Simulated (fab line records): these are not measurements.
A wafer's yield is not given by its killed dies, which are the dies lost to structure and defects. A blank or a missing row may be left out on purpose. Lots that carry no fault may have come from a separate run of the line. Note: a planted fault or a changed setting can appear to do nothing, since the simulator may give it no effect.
Which tool was responsible? ; flow n5_finfet ; Sampling: 12 lots, 36 wafers, 5 of 1938 route steps

== WHAT EACH GAUGE READ, for each wafer ==
N5_SDB_INSPECT_36: inspects for defects (darkfield).
lot;measured;on;raw_defect_count
L075;day 4 09:53;defect_inspect-02;36 29 21
L077;day 4 17:47;defect_inspect-01;10 18 36
L079;day 5 07:01;defect_inspect-01;11 20 9
L081;day 5 17:40;defect_inspect-02;25 20 18
L083;day 6 05:10;defect_inspect-01;25 28 52
L085;day 6 18:59;defect_inspect-02;35 21 27
L087;day 7 06:08;defect_inspect-02;19 54 40
L089;day 7 17:32;defect_inspect-01;62 59 15
L091;day 8 03:26;defect_inspect-01;43 42 38
L093;day 8 14:31;defect_inspect-01;42 40 40
L095;day 9 04:08;defect_inspect-01;21 37 17
L097;day 9 15:13;defect_inspect-02;18 23 29

== EACH LOT AND THE TOOL THAT RAN IT (in order: tool; ch and the chambers of the sampled wafers; start) ==
lot;N5_DUMMY_GATE_TRIM_49;N5_SPACER0_ALD_07;N5_ILD0_LINER_00;N5_SDB_STRIP_22
L075;rie_si-02 ch 0,1, day 3 08:43;ald_sin-03 ch 0,2, day 3 10:29;ald_sin-04 ch 0,1,3, day 3 22:13;plasma_asher-02 ch 0,1, day 4 05:42
L077;rie_si-01 ch 0,3, day 3 17:59;ald_sin-03 ch 0,3, day 3 19:20;ald_sin-02 ch 0,3, day 4 06:44;plasma_asher-01 ch 0,1, day 4 14:10
L079;rie_si-01 ch 1,3, day 4 06:11;ald_sin-04 ch 0,1,2, day 4 08:08;ald_sin-04 ch 0,2, day 4 19:54;plasma_asher-01 ch 0,1, day 5 03:02
L081;rie_si-02 ch 1,2,3, day 4 19:29;ald_sin-04 ch 1,2, day 4 20:27;ald_sin-03 ch 2,3, day 5 06:38;plasma_asher-02 ch 0,1, day 5 13:54
L083;rie_si-02 ch 0,2,3, day 5 04:53;ald_sin-03 ch 0,1,2, day 5 06:07;ald_sin-04 ch 0,1,3, day 5 17:24;plasma_asher-01 ch 0,1, day 6 01:31
L085;rie_si-06 ch 0,1,2, day 5 19:01;ald_sin-01 ch 0,1,2, day 5 20:14;ald_sin-03 ch 0,2,3, day 6 06:34;plasma_asher-01 ch 0,1, day 6 15:27
L087;rie_si-01 ch 0,1,3, day 6 06:58;ald_sin-03 ch 0,1,2, day 6 08:02;ald_sin-02 ch 1,2, day 6 18:02;plasma_asher-01 ch 0,1, day 7 02:19
L089;rie_si-02 ch 2,3, day 6 17:02;ald_sin-04 ch 2,3, day 6 18:04;ald_sin-03 ch 0,2,3, day 7 05:16;plasma_asher-01 ch 0,1, day 7 13:16
L091;rie_si-02 ch 0,1,2, day 7 03:46;ald_sin-01 ch 1,3, day 7 04:56;ald_sin-03 ch 0,1,3, day 7 16:35;plasma_asher-02 ch 0,1, day 7 23:43
L093;rie_si-06 ch 0,3, day 7 16:16;ald_sin-03 ch 0,1,2, day 7 17:29;ald_sin-03 ch 0,1, day 8 03:37;plasma_asher-01 ch 0,1, day 8 10:50
L095;rie_si-01 ch 1,2, day 8 05:15;ald_sin-03 ch 0,2, day 8 06:23;ald_sin-03 ch 1,2, day 8 17:34;plasma_asher-01 ch 0,1, day 9 00:33
L097;rie_si-06 ch 0,1,3, day 8 16:06;ald_sin-04 ch 1,2,3, day 8 17:04;ald_sin-03 ch 1,3, day 9 04:30;plasma_asher-01 ch 0,1, day 9 11:40
- N5_DUMMY_GATE_TRIM_49: chemistry O2, time 29 s, target cd 14 nm.
- N5_SPACER0_ALD_07: deposits SiNx, target thk 2 nm.
- N5_ILD0_LINER_00: material SiNx, target thk 4 nm, pulse time 1 s, purge time 2 s.
- N5_SDB_STRIP_22: strips in N2/H2.

== THE ANSWER, worked out from the rows above alone ==
Rule: what is usual is taken from the lots themselves. The widest of any qualifying gaps counts: lots, ordered by their means at a reading, are off when they make up no more than a third of the lots, leave a main group of 4 or more, and stand apart from it by 3 or more times the standard deviation of that group's means. Not used: any main group whose means are identical at the precision the tables above print for the reading. A lot without any number at a reading at which 4 lots or more have one is off too. All remaining lots with rows at the step are treated as sound.
No lot is off at any reading shown: from this, nothing can be told.

== WHAT HAD BEEN PUT IN BY THE SIMULATOR ==
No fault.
